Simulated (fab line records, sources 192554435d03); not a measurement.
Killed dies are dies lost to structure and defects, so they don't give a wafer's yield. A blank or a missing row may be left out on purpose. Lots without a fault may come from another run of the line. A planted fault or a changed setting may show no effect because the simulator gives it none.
Which tool did it? | flow n5_finfet | 9 lots, 27 wafers sampled, at 3 steps of a route of 1938

WHAT THE GAUGES READ, wafer by wafer
N5_BEOL_M8_THK_MEAS_01.
lot  | measured     | on            | M8_ILD_THK (nm)
L076 | day 9 10:34  | film_metro-02 | 155.3 154.7 157.0
L077 | day 9 21:33  | film_metro-01 | 151.6 155.2 154.3
L079 | day 10 15:52 | film_metro-01 | 153.4 156.8 157.3
L082 | day 11 06:07 | film_metro-01 | 153.3 154.7 155.7
L084 | day 11 18:59 | film_metro-01 | 151.6 153.4 152.6
L087 | day 12 08:25 | film_metro-01 | 155.5 157.2 159.6
L089 | day 13 09:14 | film_metro-02 | 155.0 155.1 155.8
L093 | day 14 12:32 | film_metro-01 | 155.0 159.8 157.4
L097 | day 15 04:40 | film_metro-02 | 158.3 160.2 154.9

WHICH TOOL RAN EACH LOT (tool, then ch and the chambers of the sampled wafers, then the start)
lot  | N5_BEOL_M7_DESCUM_33               | N5_BEOL_M7_ETCH_72
L076 | rie_diel-05 ch 0,1,3, day 9 06:50  | rie_diel-05 ch 0,1,3, day 9 06:52
L077 | rie_diel-05 ch 1,2, day 9 17:38    | rie_diel-05 ch 1,2, day 9 17:40
L079 | rie_diel-05 ch 1,2,3, day 10 09:10 | rie_diel-05 ch 1,2,3, day 10 09:12
L082 | rie_diel-06 ch 0,2,3, day 11 01:26 | rie_diel-06 ch 0,2,3, day 11 01:28
L084 | rie_diel-05 ch 0,2,3, day 11 15:37 | rie_diel-05 ch 0,2,3, day 11 15:39
L087 | rie_diel-05 ch 0,1,2, day 12 03:58 | rie_diel-05 ch 0,1,2, day 12 03:59
L089 | rie_diel-05 ch 0,1,2, day 13 05:32 | rie_diel-05 ch 0,1,2, day 13 05:34
L093 | rie_diel-05 ch 0,2,3, day 14 08:16 | rie_diel-05 ch 0,2,3, day 14 08:18
L097 | rie_diel-06 ch 0,1, day 15 00:33   | rie_diel-06 ch 0,1, day 15 00:35
- N5_BEOL_M7_DESCUM_33: chemistry O2, time 7 s.
- N5_BEOL_M7_ETCH_72: etches underlayer in N2/H2, target depth 6.5 nm, time 5.2 s.

THE ANSWER, worked out from the rows above alone
Rule: what is usual is taken from the lots themselves. Put in order of their means at a reading, lots are off if they are a third of the lots or fewer, leave a main group of 4 or more, and stand apart from it by a gap of 3 or more times the standard deviation of the main group's means; of several such gaps the widest counts. A main group whose means are all the same, to the digits that the tables above print for the reading, isn't used. A lot without any number at a reading at which 4 lots or more have one is off too. The other lots that the step has rows for count as sound.
No lot is off at any reading shown: from this, nothing can be told.

WHAT THE SIMULATOR HAD PUT IN
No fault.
